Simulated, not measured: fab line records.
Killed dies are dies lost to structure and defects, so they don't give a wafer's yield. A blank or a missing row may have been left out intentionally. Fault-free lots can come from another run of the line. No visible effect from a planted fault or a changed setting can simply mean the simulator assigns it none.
Chamber matching -- flow nand harc -- pecvd-03 running NHARC_THIN_TSV_DEP_43: 3 sister chambers
The step deposits SiO2, target thk 1328.5 nm. 14 wafers are shown with their chamber, then 7 later ones without.

EACH WAFER AND ITS CHAMBER
wafer,chamber,throttle valve pct (%)
L824.2,1,15.3
L824.4,0,15.4
L824.5,1,15.4
L822.1,1,15.4
L822.3,2,16.4
L822.5,2,16.5
L825.3,2,16.5
L825.5,1,15.2
L825.6,0,15.5
L831.3,1,15.6
L831.5,1,15.8
L831.6,0,15.8
L838.3,0,15.6
L838.5,0,15.7

SIGNATURES (averages over the wafers above)
reading,chamber 0,chamber 1,chamber 2,scatter within a chamber
throttle valve pct,15.600,15.450,16.467,0.176
Rule: distance of a wafer from a chamber = root of the sum over the readings of ((wafer's reading minus chamber's mean) / reading's scatter) squared. If the next closest chamber is less than 2 further off than the closest, the wafer can't be placed; otherwise it belongs to the closest. The scatter is the square root of a quotient: the sum, over the shown wafers, of each reading's squared deviation from its chamber's mean, divided by wafers minus chambers.

WAFERS WHOSE CHAMBER IS MISSING
wafer,throttle valve pct (%)
L838.6,16.5
L840.2,15.9
L840.4,15.7
L840.6,14.9
L841.3,16.1
L841.5,16.2
L841.6,15.8

CHAMBER TAKEN BY EACH
wafer,from the rows above,in truth
L838.6,2,2
L840.2,can't be placed: 0 or 1 or 2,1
L840.4,can't be placed: 0 or 1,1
L840.6,can't be placed: 1 or 0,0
L841.3,can't be placed: 2 or 0 or 1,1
L841.5,can't be placed: 2 or 0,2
L841.6,can't be placed: 0 or 1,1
Correct placement for 1 of the 7. Cannot be placed on the basis of these rows: 6; the candidates contain the true chamber in 6. Placed wrongly: 0.
